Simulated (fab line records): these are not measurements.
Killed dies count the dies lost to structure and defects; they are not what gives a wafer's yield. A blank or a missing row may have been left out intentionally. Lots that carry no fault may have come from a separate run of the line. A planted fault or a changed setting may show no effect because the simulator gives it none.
Matching of chambers | flow n5_finfet | 4 sister chambers for N5_ILD0_LINER_00 on ald_sin-02
The step material SiNx, target thk 4 nm, pulse time 1 s, purge time 2 s. 4 wafers are shown with their chamber, then 8 later ones without.

== EACH WAFER AND ITS CHAMBER ==
wafer  | chamber | heater_power_w (W)
L079.6 | 0       | 934
L083.5 | 1       | 820
L083.6 | 2       | 765
L086.1 | 3       | 837

== WAFERS MISSING THEIR CHAMBER ==
wafer  | heater_power_w (W)
L086.5 | 827
L086.6 | 957
L089.1 | 829
L089.2 | 774
L089.5 | 835
L091.1 | 752
L091.2 | 828
L091.5 | 827

== EACH ONE'S CHAMBER ==
wafer  | from the rows above     | in truth
L086.5 | can't be placed: 1 or 3 | 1
L086.6 | 0                       | 0
L089.1 | can't be placed: 3 or 1 | 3
L089.2 | 2                       | 2
L089.5 | can't be placed: 3 or 1 | 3
L091.1 | 2                       | 2
L091.2 | can't be placed: 1 or 3 | 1
L091.5 | can't be placed: 1 or 3 | 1
3 of 8 placed correctly. Cannot be placed on the basis of these rows: 5; the candidates contain the true chamber in 5. Placed wrongly: 0.
How it was worked out, from the rows above alone: a wafer's distance from a chamber is the root of the sum, over the readings, of the square of ((its reading less the chamber's mean) divided by the reading's scatter). The wafer belongs to the nearest chamber; if the next one is less than 2 further off, it can't be placed. Each chamber's mean is taken over the wafers shown for it. The scatter (one wafer shown for each chamber): square how far every hidden wafer sits from the nearest shown wafer, average those squares and take the square root.
